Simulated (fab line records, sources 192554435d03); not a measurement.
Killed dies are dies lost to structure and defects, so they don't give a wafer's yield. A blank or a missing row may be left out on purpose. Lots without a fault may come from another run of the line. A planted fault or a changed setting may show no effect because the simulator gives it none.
Chamber matching | flow n5_finfet | N5_BEOL_M8_ETCH_61 on rie_diel-04: 4 sister chambers
The step etches SiARC in CF4, target depth 45.5 nm, time 75.8 s. 16 wafers are shown with their chamber, then 8 later ones without.

WAFERS WITH THEIR CHAMBER
wafer  | chamber | throttle_valve_pct (%) | showerhead_plenum_p_Torr (Torr) | oes_product_au (a.u.)
L075.2 | 0       | 15.33                  | 2.11                            | 0.80
L075.4 | 2       | 16.10                  | 2.04                            | 0.61
L075.5 | 2       | 16.12                  | 2.04                            | 0.61
L078.1 | 0       | 15.34                  | 2.11                            | 0.80
L078.3 | 2       | 16.11                  | 2.04                            | 0.62
L078.5 | 1       | 15.66                  | 2.19                            | 0.76
L082.2 | 3       | 15.27                  | 2.09                            | 0.75
L082.3 | 2       | 16.11                  | 2.04                            | 0.60
L082.4 | 1       | 15.64                  | 2.18                            | 0.76
L083.1 | 2       | 16.13                  | 2.04                            | 0.60
L083.2 | 3       | 15.26                  | 2.09                            | 0.75
L083.4 | 1       | 15.65                  | 2.18                            | 0.74
L095.2 | 0       | 15.39                  | 2.10                            | 0.75
L095.5 | 2       | 16.18                  | 2.03                            | 0.59
L095.6 | 3       | 15.33                  | 2.08                            | 0.72
L087.1 | 0       | 15.41                  | 2.09                            | 0.73

SIGNATURES (means of the wafers above)
reading                  | chamber 0 | chamber 1 | chamber 2 | chamber 3 | scatter within a chamber
throttle_valve_pct       | 15.3675   | 15.6500   | 16.1250   | 15.2867   | 0.0312
showerhead_plenum_p_Torr | 2.1025    | 2.1833    | 2.0383    | 2.0867    | 0.0064
oes_product_au           | 0.7700    | 0.7533    | 0.6050    | 0.7400    | 0.0208
Rule: a wafer's distance from a chamber is the root of the sum, over the readings, of the square of ((its reading less the chamber's mean) divided by the reading's scatter). The wafer belongs to the nearest chamber; if the next one is less than 2 further off, it can't be placed. The scatter: the root of (the sum of the squares of (reading less its chamber's mean) over the shown wafers, divided by (wafers less chambers)).

WAFERS WITHOUT THEIR CHAMBER
wafer  | throttle_valve_pct (%) | showerhead_plenum_p_Torr (Torr) | oes_product_au (a.u.)
L087.2 | 15.73                  | 2.17                            | 0.71
L087.3 | 15.34                  | 2.07                            | 0.70
L093.2 | 15.75                  | 2.17                            | 0.71
L093.3 | 15.41                  | 2.09                            | 0.74
L093.6 | 15.35                  | 2.07                            | 0.71
L097.1 | 15.36                  | 2.07                            | 0.71
L097.3 | 15.42                  | 2.09                            | 0.73
L097.6 | 15.42                  | 2.09                            | 0.73

WHICH CHAMBER EACH WENT THROUGH
wafer  | from the rows above     | in truth
L087.2 | 1                       | 1
L087.3 | 3                       | 3
L093.2 | 1                       | 1
L093.3 | can't be placed: 0 or 3 | 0
L093.6 | 3                       | 3
L097.1 | 3                       | 3
L097.3 | can't be placed: 0 or 3 | 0
L097.6 | can't be placed: 0 or 3 | 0
Placed correctly: 5 of 8. Can't be placed from these rows: 3 (the true chamber is among the candidates in 3). Placed wrongly: 0.
